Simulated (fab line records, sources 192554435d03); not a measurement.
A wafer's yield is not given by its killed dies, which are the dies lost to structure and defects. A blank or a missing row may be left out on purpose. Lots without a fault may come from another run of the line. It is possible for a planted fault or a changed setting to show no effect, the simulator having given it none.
fab line records || flow n5Finfet
[record] {"lots": 12, "wafers": 36, "lastDay": 16}
route steps=1938 shown BEOL_M6@1249 BEOL_M7@1264
lots untouched by any fault: they come from a run of this same line in which no faults occurred
startH: the number of hours between the record's first day and the start of the first shown wafer of the lot || waitH: hours since the lot's step before || " unchanged from the row above || L1.1+2: a row that stands for several wafers || - either no value or no given start || * or withheld: withheld || < > ~ a bound
route shown NAME@n: names a module that has steps shown in the file, with the first one's number in the route || usual: average and standard deviation across the fault-free wafers || same: alike in all rows || chamber/n: place in a boat || sites: readings site by site || _std_site: standard deviation of those values || _edge_site: mean of outer sites minus mean of inner sites || radiusMm: for every site, how far away it sits from the centre of the wafer || mask NAME#n: copy n || behind: the last tool/chamber to shape the wafer || hold: reason for holding the lot/hours on hold/outcome of the hold || device: transistor that didn't switch, given as n, p or np || end of line: at the end of the route, the tests of the same wafers || for a step that has no rows: nothing shown but its recipe || killed: dies lost to structure and defects at the first sort, not the wafer's yield || map: shows each die of a wafer: x if killed, . if not, _ if none is there
set.NAME: the setting as run; set.NAME@STEP: as run at that earlier step || model.NAME: the simulator's own value behind a step, which no gauge read
a sample of lots followed through the steps of the route, with each step as a table and each wafer as a row
services: a tool's chamber out of use, with start hour (startH, from the record's first day; less than 0 if before it), hours out, and reason
[[steps]]
[step N5_BEOL_M6_DEGAS_44]
[recipe] {"ambient": "vacuum", "tempC": 250, "timeS": 60}
[usual] {"heaterPowerW": "329/46"}
[same] {"timeS": 60}
{"lot.wafer": "L762.1", "tool": "pvdSputter-03", "chamber": "-", "startH": 176.91, "waitH": 0.3, "heaterPowerW": 427}
{"lot.wafer": "L762.2", "tool": "pvdSputter-03", "chamber": "-", "startH": 176.91, "waitH": 0.3, "heaterPowerW": 297}
{"lot.wafer": "L762.4", "tool": "pvdSputter-03", "chamber": "-", "startH": 176.91, "waitH": 0.3, "heaterPowerW": 339}
{"lot.wafer": "L764.1", "tool": "pvdSputter-01", "chamber": "-", "startH": 192.93, "waitH": 0.4, "heaterPowerW": 347}
{"lot.wafer": "L764.2", "tool": "pvdSputter-01", "chamber": "-", "startH": 192.93, "waitH": 0.4, "heaterPowerW": 301}
{"lot.wafer": "L764.4", "tool": "pvdSputter-01", "chamber": "-", "startH": 192.93, "waitH": 0.4, "heaterPowerW": 369}
{"lot.wafer": "L763.3", "tool": "pvdSputter-01", "chamber": "-", "startH": 196.06, "waitH": 0.2, "heaterPowerW": 347}
{"lot.wafer": "L763.4", "tool": "pvdSputter-01", "chamber": "-", "startH": 196.06, "waitH": 0.2, "heaterPowerW": 290}
{"lot.wafer": "L763.6", "tool": "pvdSputter-01", "chamber": "-", "startH": 196.06, "waitH": 0.2, "heaterPowerW": 291}
{"lot.wafer": "L765.1", "tool": "pvdSputter-03", "chamber": "-", "startH": 203.04, "waitH": 1.9, "heaterPowerW": 304}
{"lot.wafer": "L765.2", "tool": "pvdSputter-03", "chamber": "-", "startH": 203.04, "waitH": 1.9, "heaterPowerW": 426}
{"lot.wafer": "L765.5", "tool": "pvdSputter-03", "chamber": "-", "startH": 203.04, "waitH": 1.9, "heaterPowerW": 299}
{"lot.wafer": "L766.2", "tool": "pvdSputter-02", "chamber": "-", "startH": 208.94, "waitH": 0.4, "heaterPowerW": 292}
{"lot.wafer": "L766.3", "tool": "pvdSputter-02", "chamber": "-", "startH": 208.94, "waitH": 0.4, "heaterPowerW": 285}
{"lot.wafer": "L766.5", "tool": "pvdSputter-02", "chamber": "-", "startH": 208.94, "waitH": 0.4, "heaterPowerW": 361}
{"lot.wafer": "L768.1", "tool": "pvdSputter-02", "chamber": "-", "startH": 220.39, "waitH": 0.5, "heaterPowerW": 282}
{"lot.wafer": "L768.2", "tool": "pvdSputter-02", "chamber": "-", "startH": 220.39, "waitH": 0.5, "heaterPowerW": 284}
{"lot.wafer": "L768.4", "tool": "pvdSputter-02", "chamber": "-", "startH": 220.39, "waitH": 0.5, "heaterPowerW": 363}
{"lot.wafer": "L769.2", "tool": "pvdSputter-03", "chamber": "-", "startH": 220.47, "waitH": 0.2, "heaterPowerW": 310}
{"lot.wafer": "L769.3", "tool": "pvdSputter-03", "chamber": "-", "startH": 220.47, "waitH": 0.2, "heaterPowerW": 432}
{"lot.wafer": "L769.6", "tool": "pvdSputter-03", "chamber": "-", "startH": 220.47, "waitH": 0.2, "heaterPowerW": 301}
{"lot.wafer": "L770.1", "tool": "pvdSputter-02", "chamber": "-", "startH": 227.45, "waitH": 0.6, "heaterPowerW": 352}
{"lot.wafer": "L770.2", "tool": "pvdSputter-02", "chamber": "-", "startH": 227.45, "waitH": 0.6, "heaterPowerW": 281}
{"lot.wafer": "L770.6", "tool": "pvdSputter-02", "chamber": "-", "startH": 227.45, "waitH": 0.6, "heaterPowerW": 283}
{"lot.wafer": "L774.1", "tool": "pvdSputter-03", "chamber": "-", "startH": 254.21, "waitH": 2.2, "heaterPowerW": 303}
{"lot.wafer": "L774.4", "tool": "pvdSputter-03", "chamber": "-", "startH": 254.21, "waitH": 2.2, "heaterPowerW": 305}
{"lot.wafer": "L774.5", "tool": "pvdSputter-03", "chamber": "-", "startH": 254.21, "waitH": 2.2, "heaterPowerW": 433}
{"lot.wafer": "L776.1", "tool": "pvdSputter-02", "chamber": "-", "startH": 269.76, "waitH": 0.8, "heaterPowerW": 351}
{"lot.wafer": "L776.3", "tool": "pvdSputter-02", "chamber": "-", "startH": 269.76, "waitH": 0.8, "heaterPowerW": 290}
{"lot.wafer": "L776.6", "tool": "pvdSputter-02", "chamber": "-", "startH": 269.76, "waitH": 0.8, "heaterPowerW": 360}
{"lot.wafer": "L778.4", "tool": "pvdSputter-03", "chamber": "-", "startH": 280.96, "waitH": 0.3, "heaterPowerW": 421}
{"lot.wafer": "L778.5", "tool": "pvdSputter-03", "chamber": "-", "startH": 280.96, "waitH": 0.3, "heaterPowerW": 295}
{"lot.wafer": "L778.6", "tool": "pvdSputter-03", "chamber": "-", "startH": 280.96, "waitH": 0.3, "heaterPowerW": 345}
{"lot.wafer": "L783.1", "tool": "pvdSputter-03", "chamber": "-", "startH": 314.12, "waitH": 0.3, "heaterPowerW": 413}
{"lot.wafer": "L783.3", "tool": "pvdSputter-03", "chamber": "-", "startH": 314.12, "waitH": 0.3, "heaterPowerW": 338}
{"lot.wafer": "L783.5", "tool": "pvdSputter-03", "chamber": "-", "startH": 314.12, "waitH": 0.3, "heaterPowerW": 311}
[step N5_BEOL_M7_CURE_74]
[recipe] {"tempC": 385, "timeS": 240, "ambient": "He/Ar", "material": "SiCOH_lowk"}
[usual] {"lampPowerPct": "52.32/0.056", "wafer_temp_C_max": "386.7/0.56"}
[same] {"timeS": 240}
{"lot.wafer": "L762.1", "tool": "uvCure-02", "chamber": 0, "startH": 178.69, "waitH": 0.0, "lampPowerPct": 52.33, "wafer_temp_C_max": 386.4}
{"lot.wafer": "L762.2", "tool": "uvCure-02", "chamber": 0, "startH": 178.69, "waitH": 0.0, "lampPowerPct": 52.34, "wafer_temp_C_max": 386.3}
{"lot.wafer": "L762.4", "tool": "uvCure-02", "chamber": 0, "startH": 178.69, "waitH": 0.0, "lampPowerPct": 52.25, "wafer_temp_C_max": 386.4}
{"lot.wafer": "L764.1", "tool": "uvCure-01", "chamber": 1, "startH": 195.57, "waitH": 0.1, "lampPowerPct": 52.26, "wafer_temp_C_max": 386.2}
{"lot.wafer": "L764.2", "tool": "uvCure-01", "chamber": 1, "startH": 195.57, "waitH": 0.1, "lampPowerPct": 52.30, "wafer_temp_C_max": 386.4}
{"lot.wafer": "L764.4", "tool": "uvCure-01", "chamber": 1, "startH": 195.57, "waitH": 0.1, "lampPowerPct": 52.44, "wafer_temp_C_max": 386.2}
{"lot.wafer": "L763.3", "tool": "uvCure-01", "chamber": 0, "startH": 198.33, "waitH": 0.2, "lampPowerPct": 52.34, "wafer_temp_C_max": 387.0}
{"lot.wafer": "L763.4", "tool": "uvCure-01", "chamber": 0, "startH": 198.33, "waitH": 0.2, "lampPowerPct": 52.29, "wafer_temp_C_max": 386.4}
{"lot.wafer": "L763.6", "tool": "uvCure-01", "chamber": 0, "startH": 198.33, "waitH": 0.2, "lampPowerPct": 52.34, "wafer_temp_C_max": 386.5}
{"lot.wafer": "L765.1", "tool": "uvCure-03", "chamber": 1, "startH": 204.77, "waitH": 0.1, "lampPowerPct": 52.36, "wafer_temp_C_max": 387.0}
{"lot.wafer": "L765.2", "tool": "uvCure-03", "chamber": 1, "startH": 204.77, "waitH": 0.1, "lampPowerPct": 52.33, "wafer_temp_C_max": 387.6}
{"lot.wafer": "L765.5", "tool": "uvCure-03", "chamber": 1, "startH": 204.77, "waitH": 0.1, "lampPowerPct": 52.34, "wafer_temp_C_max": 387.4}
{"lot.wafer": "L766.2", "tool": "uvCure-01", "chamber": 0, "startH": 211.39, "waitH": 0.1, "lampPowerPct": 52.30, "wafer_temp_C_max": 386.4}
{"lot.wafer": "L766.3", "tool": "uvCure-01", "chamber": 0, "startH": 211.39, "waitH": 0.1, "lampPowerPct": 52.47, "wafer_temp_C_max": 386.6}
{"lot.wafer": "L766.5", "tool": "uvCure-01", "chamber": 0, "startH": 211.39, "waitH": 0.1, "lampPowerPct": 52.38, "wafer_temp_C_max": 387.2}
{"lot.wafer": "L768.1", "tool": "uvCure-02", "chamber": 2, "startH": 222.32, "waitH": 0.0, "lampPowerPct": 52.44, "wafer_temp_C_max": 387.4}
{"lot.wafer": "L768.2", "tool": "uvCure-02", "chamber": 2, "startH": 222.32, "waitH": 0.0, "lampPowerPct": 52.24, "wafer_temp_C_max": 386.8}
{"lot.wafer": "L768.4", "tool": "uvCure-02", "chamber": 2, "startH": 222.32, "waitH": 0.0, "lampPowerPct": 52.37, "wafer_temp_C_max": 387.3}
{"lot.wafer": "L769.2", "tool": "uvCure-01", "chamber": 2, "startH": 222.60, "waitH": 0.2, "lampPowerPct": 52.31, "wafer_temp_C_max": 386.8}
{"lot.wafer": "L769.3", "tool": "uvCure-01", "chamber": 2, "startH": 222.60, "waitH": 0.2, "lampPowerPct": 52.32, "wafer_temp_C_max": 386.9}
{"lot.wafer": "L769.6", "tool": "uvCure-01", "chamber": 2, "startH": 222.60, "waitH": 0.2, "lampPowerPct": 52.35, "wafer_temp_C_max": 387.8}
{"lot.wafer": "L770.1", "tool": "uvCure-02", "chamber": 0, "startH": 229.64, "waitH": 0.0, "lampPowerPct": 52.23, "wafer_temp_C_max": 385.6}
{"lot.wafer": "L770.2", "tool": "uvCure-02", "chamber": 0, "startH": 229.64, "waitH": 0.0, "lampPowerPct": 52.15, "wafer_temp_C_max": 385.9}
{"lot.wafer": "L770.6", "tool": "uvCure-02", "chamber": 0, "startH": 229.64, "waitH": 0.0, "lampPowerPct": 52.29, "wafer_temp_C_max": 385.8}
{"lot.wafer": "L774.1", "tool": "uvCure-01", "chamber": 0, "startH": 256.01, "waitH": 0.0, "lampPowerPct": 52.28, "wafer_temp_C_max": 387.4}
{"lot.wafer": "L774.4", "tool": "uvCure-01", "chamber": 0, "startH": 256.01, "waitH": 0.0, "lampPowerPct": 52.28, "wafer_temp_C_max": 386.4}
{"lot.wafer": "L774.5", "tool": "uvCure-01", "chamber": 0, "startH": 256.01, "waitH": 0.0, "lampPowerPct": 52.30, "wafer_temp_C_max": 387.0}
{"lot.wafer": "L776.1", "tool": "uvCure-02", "chamber": 1, "startH": 271.50, "waitH": 0.0, "lampPowerPct": 52.23, "wafer_temp_C_max": 386.1}
{"lot.wafer": "L776.3", "tool": "uvCure-02", "chamber": 1, "startH": 271.50, "waitH": 0.0, "lampPowerPct": 52.35, "wafer_temp_C_max": 385.9}
{"lot.wafer": "L776.6", "tool": "uvCure-02", "chamber": 1, "startH": 271.50, "waitH": 0.0, "lampPowerPct": 52.38, "wafer_temp_C_max": 386.2}
{"lot.wafer": "L778.4", "tool": "uvCure-02", "chamber": 2, "startH": 283.10, "waitH": 0.3, "lampPowerPct": 52.31, "wafer_temp_C_max": 386.8}
{"lot.wafer": "L778.5", "tool": "uvCure-02", "chamber": 2, "startH": 283.10, "waitH": 0.3, "lampPowerPct": 52.21, "wafer_temp_C_max": 387.4}
{"lot.wafer": "L778.6", "tool": "uvCure-02", "chamber": 2, "startH": 283.10, "waitH": 0.3, "lampPowerPct": 52.36, "wafer_temp_C_max": 387.1}
{"lot.wafer": "L783.1", "tool": "uvCure-03", "chamber": 1, "startH": 315.95, "waitH": 0.0, "lampPowerPct": 52.29, "wafer_temp_C_max": 386.9}
{"lot.wafer": "L783.3", "tool": "uvCure-03", "chamber": 1, "startH": 315.95, "waitH": 0.0, "lampPowerPct": 52.35, "wafer_temp_C_max": 388.1}
{"lot.wafer": "L783.5", "tool": "uvCure-03", "chamber": 1, "startH": 315.95, "waitH": 0.0, "lampPowerPct": 52.37, "wafer_temp_C_max": 387.5}
[step N5_BEOL_M7_EXPOSE_08]
[recipe] {"maskId": "M7", "na": 1.35, "sourceShape": "dipole", "sigmaInner": 0.817, "sigmaOuter": 0.97, "polarization": "te", "doseMj": 68.25}
[usual] {"exposureDoseMJCm2": "68.20/0.072"}
{"lot.wafer": "L762.1", "tool": "arfiScanner-03", "chamber": 0, "startH": 179.67, "waitH": "-", "mask": "M7#0", "exposureDoseMJCm2": 68.29}
{"lot.wafer": "L762.2", "tool": "arfiScanner-03", "chamber": 0, "startH": 179.67, "waitH": "-", "mask": "M7#0", "exposureDoseMJCm2": 68.17}
{"lot.wafer": "L762.4", "tool": "arfiScanner-03", "chamber": 0, "startH": 179.67, "waitH": "-", "mask": "M7#0", "exposureDoseMJCm2": 68.27}
{"lot.wafer": "L764.1", "tool": "arfiScanner-01", "chamber": 0, "startH": 197.07, "waitH": "-", "mask": "M7#0", "exposureDoseMJCm2": 68.21}
{"lot.wafer": "L764.2", "tool": "arfiScanner-01", "chamber": 0, "startH": 197.07, "waitH": "-", "mask": "M7#0", "exposureDoseMJCm2": 68.26}
{"lot.wafer": "L764.4", "tool": "arfiScanner-01", "chamber": 0, "startH": 197.07, "waitH": "-", "mask": "M7#0", "exposureDoseMJCm2": 68.15}
{"lot.wafer": "L763.3", "tool": "arfiScanner-02", "chamber": 0, "startH": 200.69, "waitH": "-", "mask": "M7#0", "exposureDoseMJCm2": 68.30}
{"lot.wafer": "L763.4", "tool": "arfiScanner-02", "chamber": 0, "startH": 200.69, "waitH": "-", "mask": "M7#0", "exposureDoseMJCm2": 68.26}
{"lot.wafer": "L763.6", "tool": "arfiScanner-02", "chamber": 0, "startH": 200.69, "waitH": "-", "mask": "M7#0", "exposureDoseMJCm2": 68.16}
{"lot.wafer": "L765.1", "tool": "arfiScanner-03", "chamber": 0, "startH": 207.43, "waitH": "-", "mask": "M7#0", "exposureDoseMJCm2": 68.16}
{"lot.wafer": "L765.2", "tool": "arfiScanner-03", "chamber": 0, "startH": 207.43, "waitH": "-", "mask": "M7#0", "exposureDoseMJCm2": 68.17}
{"lot.wafer": "L765.5", "tool": "arfiScanner-03", "chamber": 0, "startH": 207.43, "waitH": "-", "mask": "M7#0", "exposureDoseMJCm2": 68.09}
{"lot.wafer": "L766.2", "tool": "arfiScanner-01", "chamber": 0, "startH": 212.70, "waitH": "-", "mask": "M7#0", "exposureDoseMJCm2": 68.24}
{"lot.wafer": "L766.3", "tool": "arfiScanner-01", "chamber": 0, "startH": 212.70, "waitH": "-", "mask": "M7#0", "exposureDoseMJCm2": 68.28}
{"lot.wafer": "L766.5", "tool": "arfiScanner-01", "chamber": 0, "startH": 212.70, "waitH": "-", "mask": "M7#0", "exposureDoseMJCm2": 68.14}
{"lot.wafer": "L768.1", "tool": "arfiScanner-01", "chamber": 0, "startH": 223.74, "waitH": "-", "mask": "M7#0", "exposureDoseMJCm2": 68.26}
{"lot.wafer": "L768.2", "tool": "arfiScanner-01", "chamber": 0, "startH": 223.74, "waitH": "-", "mask": "M7#0", "exposureDoseMJCm2": 68.31}
{"lot.wafer": "L768.4", "tool": "arfiScanner-01", "chamber": 0, "startH": 223.74, "waitH": "-", "mask": "M7#0", "exposureDoseMJCm2": 68.31}
{"lot.wafer": "L769.2", "tool": "arfiScanner-02", "chamber": 0, "startH": 223.91, "waitH": "-", "mask": "M7#0", "exposureDoseMJCm2": 68.19}
{"lot.wafer": "L769.3", "tool": "arfiScanner-02", "chamber": 0, "startH": 223.91, "waitH": "-", "mask": "M7#0", "exposureDoseMJCm2": 68.15}
{"lot.wafer": "L769.6", "tool": "arfiScanner-02", "chamber": 0, "startH": 223.91, "waitH": "-", "mask": "M7#0", "exposureDoseMJCm2": 68.08}
{"lot.wafer": "L770.1", "tool": "arfiScanner-03", "chamber": 0, "startH": 231.26, "waitH": "-", "mask": "M7#0", "exposureDoseMJCm2": 68.28}
{"lot.wafer": "L770.2", "tool": "arfiScanner-03", "chamber": 0, "startH": 231.26, "waitH": "-", "mask": "M7#0", "exposureDoseMJCm2": 68.11}
{"lot.wafer": "L770.6", "tool": "arfiScanner-03", "chamber": 0, "startH": 231.26, "waitH": "-", "mask": "M7#0", "exposureDoseMJCm2": 68.22}
{"lot.wafer": "L774.1", "tool": "arfiScanner-02", "chamber": 0, "startH": 257.11, "waitH": "-", "mask": "M7#0", "exposureDoseMJCm2": 70.14}
{"lot.wafer": "L774.4", "tool": "arfiScanner-02", "chamber": 0, "startH": 257.11, "waitH": "-", "mask": "M7#0", "exposureDoseMJCm2": 70.21}
{"lot.wafer": "L774.5", "tool": "arfiScanner-02", "chamber": 0, "startH": 257.11, "waitH": "-", "mask": "M7#0", "exposureDoseMJCm2": 70.12}
{"lot.wafer": "L776.1", "tool": "arfiScanner-03", "chamber": 0, "startH": 274.13, "waitH": "-", "mask": "M7#0", "exposureDoseMJCm2": 68.29}
{"lot.wafer": "L776.3", "tool": "arfiScanner-03", "chamber": 0, "startH": 274.13, "waitH": "-", "mask": "M7#0", "exposureDoseMJCm2": 68.25}
{"lot.wafer": "L776.6", "tool": "arfiScanner-03", "chamber": 0, "startH": 274.13, "waitH": "-", "mask": "M7#0", "exposureDoseMJCm2": 68.29}
{"lot.wafer": "L778.4", "tool": "arfiScanner-02", "chamber": 0, "startH": 284.91, "waitH": "-", "mask": "M7#0", "exposureDoseMJCm2": 69.41}
{"lot.wafer": "L778.5", "tool": "arfiScanner-02", "chamber": 0, "startH": 284.91, "waitH": "-", "mask": "M7#0", "exposureDoseMJCm2": 69.47}
{"lot.wafer": "L778.6", "tool": "arfiScanner-02", "chamber": 0, "startH": 284.91, "waitH": "-", "mask": "M7#0", "exposureDoseMJCm2": 69.43}
{"lot.wafer": "L783.1", "tool": "arfiScanner-01", "chamber": 0, "startH": 317.03, "waitH": "-", "mask": "M7#0", "exposureDoseMJCm2": 68.23}
{"lot.wafer": "L783.3", "tool": "arfiScanner-01", "chamber": 0, "startH": 317.03, "waitH": "-", "mask": "M7#0", "exposureDoseMJCm2": 68.15}
{"lot.wafer": "L783.5", "tool": "arfiScanner-01", "chamber": 0, "startH": 317.03, "waitH": "-", "mask": "M7#0", "exposureDoseMJCm2": 68.17}
[step N5_BEOL_M7_OVL_MEAS_12]
[recipe] {"pointsPerWafer": 44}
[usual] {"M7_OVL": "-0.2/0.93"}
{"lot.wafer": "L762.1", "tool": "overlay-02", "chamber": 0, "startH": 179.83, "waitH": 0.0, "M7_OVL[nm]": 0.5}
{"lot.wafer": "L762.2", "tool": "overlay-02", "chamber": 0, "startH": 179.83, "waitH": 0.0, "M7_OVL[nm]": 2.1}
{"lot.wafer": "L762.4", "tool": "overlay-02", "chamber": 0, "startH": 179.83, "waitH": 0.0, "M7_OVL[nm]": 0.7}
{"lot.wafer": "L764.1", "tool": "overlay-02", "chamber": 0, "startH": 197.23, "waitH": 0.0, "M7_OVL[nm]": -1.1}
{"lot.wafer": "L764.2", "tool": "overlay-02", "chamber": 0, "startH": 197.23, "waitH": 0.0, "M7_OVL[nm]": 0.8}
{"lot.wafer": "L764.4", "tool": "overlay-02", "chamber": 0, "startH": 197.23, "waitH": 0.0, "M7_OVL[nm]": -0.4}
{"lot.wafer": "L763.3", "tool": "overlay-02", "chamber": 0, "startH": 200.84, "waitH": 0.0, "M7_OVL[nm]": -0.1}
{"lot.wafer": "L763.4", "tool": "overlay-02", "chamber": 0, "startH": 200.84, "waitH": 0.0, "M7_OVL[nm]": 1.4}
{"lot.wafer": "L763.6", "tool": "overlay-02", "chamber": 0, "startH": 200.84, "waitH": 0.0, "M7_OVL[nm]": 1.5}
{"lot.wafer": "L765.1", "tool": "overlay-02", "chamber": 0, "startH": 207.59, "waitH": 0.0, "M7_OVL[nm]": -1.3}
{"lot.wafer": "L765.2", "tool": "overlay-02", "chamber": 0, "startH": 207.59, "waitH": 0.0, "M7_OVL[nm]": -1.8}
{"lot.wafer": "L765.5", "tool": "overlay-02", "chamber": 0, "startH": 207.59, "waitH": 0.0, "M7_OVL[nm]": -1.5}
{"lot.wafer": "L766.2", "tool": "overlay-01", "chamber": 0, "startH": 212.86, "waitH": 0.0, "M7_OVL[nm]": -0.6}
{"lot.wafer": "L766.3", "tool": "overlay-01", "chamber": 0, "startH": 212.86, "waitH": 0.0, "M7_OVL[nm]": 0.6}
{"lot.wafer": "L766.5", "tool": "overlay-01", "chamber": 0, "startH": 212.86, "waitH": 0.0, "M7_OVL[nm]": 1.5}
{"lot.wafer": "L768.1", "tool": "overlay-01", "chamber": 0, "startH": 223.90, "waitH": 0.0, "M7_OVL[nm]": -1.1}
{"lot.wafer": "L768.2", "tool": "overlay-01", "chamber": 0, "startH": 223.90, "waitH": 0.0, "M7_OVL[nm]": -1.2}
{"lot.wafer": "L768.4", "tool": "overlay-01", "chamber": 0, "startH": 223.90, "waitH": 0.0, "M7_OVL[nm]": -1.6}
{"lot.wafer": "L769.2", "tool": "overlay-02", "chamber": 0, "startH": 224.06, "waitH": 0.0, "M7_OVL[nm]": -0.8}
{"lot.wafer": "L769.3", "tool": "overlay-02", "chamber": 0, "startH": 224.06, "waitH": 0.0, "M7_OVL[nm]": 0.3}
{"lot.wafer": "L769.6", "tool": "overlay-02", "chamber": 0, "startH": 224.06, "waitH": 0.0, "M7_OVL[nm]": 0.0}
{"lot.wafer": "L770.1", "tool": "overlay-01", "chamber": 0, "startH": 231.42, "waitH": 0.0, "M7_OVL[nm]": 1.0}
{"lot.wafer": "L770.2", "tool": "overlay-01", "chamber": 0, "startH": 231.42, "waitH": 0.0, "M7_OVL[nm]": -0.3}
{"lot.wafer": "L770.6", "tool": "overlay-01", "chamber": 0, "startH": 231.42, "waitH": 0.0, "M7_OVL[nm]": 0.4}
{"lot.wafer": "L774.1", "tool": "overlay-01", "chamber": 0, "startH": 257.27, "waitH": 0.0, "M7_OVL[nm]": 0.0}
{"lot.wafer": "L774.4", "tool": "overlay-01", "chamber": 0, "startH": 257.27, "waitH": 0.0, "M7_OVL[nm]": 1.1}
{"lot.wafer": "L774.5", "tool": "overlay-01", "chamber": 0, "startH": 257.27, "waitH": 0.0, "M7_OVL[nm]": -1.2}
{"lot.wafer": "L776.1", "tool": "overlay-02", "chamber": 0, "startH": 274.28, "waitH": 0.0, "M7_OVL[nm]": 0.5}
{"lot.wafer": "L776.3", "tool": "overlay-02", "chamber": 0, "startH": 274.28, "waitH": 0.0, "M7_OVL[nm]": -0.4}
{"lot.wafer": "L776.6", "tool": "overlay-02", "chamber": 0, "startH": 274.28, "waitH": 0.0, "M7_OVL[nm]": 0.3}
{"lot.wafer": "L778.4", "tool": "overlay-02", "chamber": 0, "startH": 285.05, "waitH": 0.0, "M7_OVL[nm]": 0.9}
{"lot.wafer": "L778.5", "tool": "overlay-02", "chamber": 0, "startH": 285.05, "waitH": 0.0, "M7_OVL[nm]": -0.4}
{"lot.wafer": "L778.6", "tool": "overlay-02", "chamber": 0, "startH": 285.05, "waitH": 0.0, "M7_OVL[nm]": 0.6}
{"lot.wafer": "L783.1", "tool": "overlay-01", "chamber": 0, "startH": 317.18, "waitH": 0.0, "M7_OVL[nm]": -0.2}
{"lot.wafer": "L783.3", "tool": "overlay-01", "chamber": 0, "startH": 317.18, "waitH": 0.0, "M7_OVL[nm]": 0.3}
{"lot.wafer": "L783.5", "tool": "overlay-01", "chamber": 0, "startH": 317.18, "waitH": 0.0, "M7_OVL[nm]": 0.5}
[[services]]
{"tool": "uvCure-01", "chamber": "-", "startH": 155.03, "hours": 2.1, "kind": "pm"}
{"tool": "uvCure-01", "chamber": "-", "startH": 157.71, "hours": 22.2, "kind": "pm"}
{"tool": "arfiScanner-01", "chamber": "-", "startH": 162.20, "hours": 2.7, "kind": "repair"}
{"tool": "arfiScanner-02", "chamber": "-", "startH": 166.93, "hours": 1.3, "kind": "pm"}
{"tool": "arfiScanner-01", "chamber": "-", "startH": 183.94, "hours": 0.8, "kind": "pm"}
{"tool": "arfiScanner-02", "chamber": "-", "startH": 186.96, "hours": 1.0, "kind": "pm"}
{"tool": "arfiScanner-03", "chamber": "-", "startH": 191.87, "hours": 1.0, "kind": "repair"}
{"tool": "uvCure-02", "chamber": "-", "startH": 193.24, "hours": 0.6, "kind": "repair"}
{"tool": "uvCure-02", "chamber": "-", "startH": 201.49, "hours": 7.5, "kind": "pm"}
{"tool": "arfiScanner-03", "chamber": "-", "startH": 202.33, "hours": 3.9, "kind": "pm"}
{"tool": "arfiScanner-02", "chamber": "-", "startH": 216.23, "hours": 3.9, "kind": "pm"}
{"tool": "arfiScanner-03", "chamber": "-", "startH": 230.23, "hours": 0.8, "kind": "pm"}
{"tool": "arfiScanner-01", "chamber": "-", "startH": 231.53, "hours": 1.3, "kind": "pm"}
{"tool": "uvCure-02", "chamber": "-", "startH": 233.26, "hours": 9.8, "kind": "repair"}
{"tool": "arfiScanner-03", "chamber": "-", "startH": 236.63, "hours": 0.8, "kind": "repair"}
{"tool": "arfiScanner-01", "chamber": "-", "startH": 236.71, "hours": 2.1, "kind": "repair"}
{"tool": "arfiScanner-03", "chamber": "-", "startH": 256.26, "hours": 1.3, "kind": "pm"}
{"tool": "arfiScanner-02", "chamber": "-", "startH": 276.20, "hours": 1.0, "kind": "pm"}
{"tool": "arfiScanner-01", "chamber": "-", "startH": 282.25, "hours": 2.4, "kind": "repair"}
{"tool": "arfiScanner-02", "chamber": "-", "startH": 289.49, "hours": 0.8, "kind": "pm"}
{"tool": "arfiScanner-03", "chamber": "-", "startH": 291.79, "hours": 5.0, "kind": "pm"}
{"tool": "arfiScanner-02", "chamber": "-", "startH": 292.42, "hours": 1.3, "kind": "pm"}
{"tool": "arfiScanner-01", "chamber": "-", "startH": 298.64, "hours": 1.0, "kind": "pm"}
{"tool": "arfiScanner-03", "chamber": "-", "startH": 305.59, "hours": 1.0, "kind": "pm"}
[[key]]
[firstSign] {"step": "N5_BEOL_M7_EXPOSE_08", "reading": "exposureDoseMJCm2", "direction": "up", "sigmas": 22, "usual": 68.20, "struck": 69.80}
effect none on later readings
metAt N5_BEOL_M7_EXPOSE_08
struckLots L774,L778
[loopTrim] {"step": "N5_BEOL_M7_EXPOSE_08", "setting": "dose", "lots": "L778"}
notActingAt N5_BEOL_M6_DEGAS_44,N5_BEOL_M7_CURE_74,N5_BEOL_M7_OVL_MEAS_12
onsetBetween 223.91 257.11
[fault] {"kind": "processParameterDrift", "tool": "arfiScanner-02", "chamber": "-", "onsetH": 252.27, "steps": "N5_BEOL_M7_EXPOSE_08", "channel": "doseMj", "offset": 1.958, "shape": "step", "actsIn": "theseRecipesOnly", "stated": 68.25}
// loopTrim: a control loop set the setting to another value than it would have without faults
